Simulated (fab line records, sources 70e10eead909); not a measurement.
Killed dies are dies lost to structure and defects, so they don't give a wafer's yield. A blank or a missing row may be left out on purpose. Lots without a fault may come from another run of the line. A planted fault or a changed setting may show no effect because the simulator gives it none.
Problem report in the 8D (eight disciplines) form, filled by code | flow nand_harc | the parts of the form that need people (team, actions taken, sign-off) are left out

1. THE PROBLEM
cd_nm at NHARC_P_M1_CD_MEAS_09 reads a mean of 112.7 nm on 6 wafers of 2 lots; wafers without a fault read 129.9 nm with a standard deviation of 0.69. That is -25 standard deviations from the usual mean.
The step: target cd 130 nm.
First seen on wafer L404.1, day 13 04:49, on cd_sem-02. The record holds 42 wafers of 14 lots with a number at this step. Rule for "out", or "out of limits": more than 4 standard deviations from the usual mean. The other wafers with a number count as sound.

2. WHAT IT IS AND WHAT IT IS NOT
question                    | is                     | is not
which readings at this step | cd_nm                  | -
which lots                  | L404, L408             | L387, L388, L389, L390, L391, L392, L393, L394, L396, L397, L398, L400
which wafers of those lots  | all that have a number | -
read on which gauges        | cd_sem-01, cd_sem-02   | cd_sem-03
when                        | from day 13 04:49      | up to then (36 sound wafers)

3. SUSPECTS, AND WHAT RULES EACH OUT
Counting: a tool at a process step up to the reading stays a suspect if it ran every lot that is out and no sound lot after the first of them.
- the gauge at NHARC_P_M1_CD_MEAS_09: ruled out. The wafers that are out were read on 2 gauges (cd_sem-01, cd_sem-02).
- arfi_scanner-01 at NHARC_P_M1_EXPOSE_06 (exposes mask P M1, target cd 130 nm): kept. It ran every lot that is out, first L404 (day 13 04:41), and no sound lot after that; its last sound lot up to then is L400 (day 11 19:41). Its own readings are out on those wafers: exposure_dose_mJ_cm2.
Left after counting: arfi_scanner-01 at NHARC_P_M1_EXPOSE_06.

4. THE CAUSE (what the simulator had put in)
Process parameter drift: arfi_scanner-01, from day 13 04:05 on, at NHARC_P_M1_EXPOSE_06. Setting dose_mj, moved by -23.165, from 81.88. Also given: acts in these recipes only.
Counting left only this tool.

5. THE CHAIN OF EFFECTS, in route order
Each row: a reading whose mean over the struck wafers that have a number lies more than 3 standard deviations from the usual. Only readings for which the record gives a usual standard deviation are gone through. hours: the time from each lot's start at the first step in this table that gives one to its start at this step, as a median over the lots. sigmas: the change in usual standard deviations.
hours | step                  | reading              | usual    | on struck wafers | change | sigmas
0     | NHARC_P_M1_EXPOSE_06  | exposure_dose_mJ_cm2 | 81.88    | 61.11            | -20.77 | -99 or more
0     | NHARC_P_M1_CD_MEAS_09 | cd_nm                | 129.9 nm | 112.7            | -17.2  | -25
The process steps in it:
- NHARC_P_M1_EXPOSE_06: exposes mask P M1, target cd 130 nm.

6. WHAT WOULD HAVE CAUGHT IT SOONER
In this record the first reading out of limits at a measuring or inspecting step was taken at day 13 04:49, 1 hour after the fault began at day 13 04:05.
The tool's own readings at NHARC_P_M1_EXPOSE_06 were out on every struck wafer that the step has a row for (exposure_dose_mJ_cm2): an alarm limit on them would have fired on the first of those.
Of the lots that are out (2), L408 began NHARC_P_M1_EXPOSE_06 on arfi_scanner-01 after day 13 04:49. A hold on the tool at that time would have spared it.
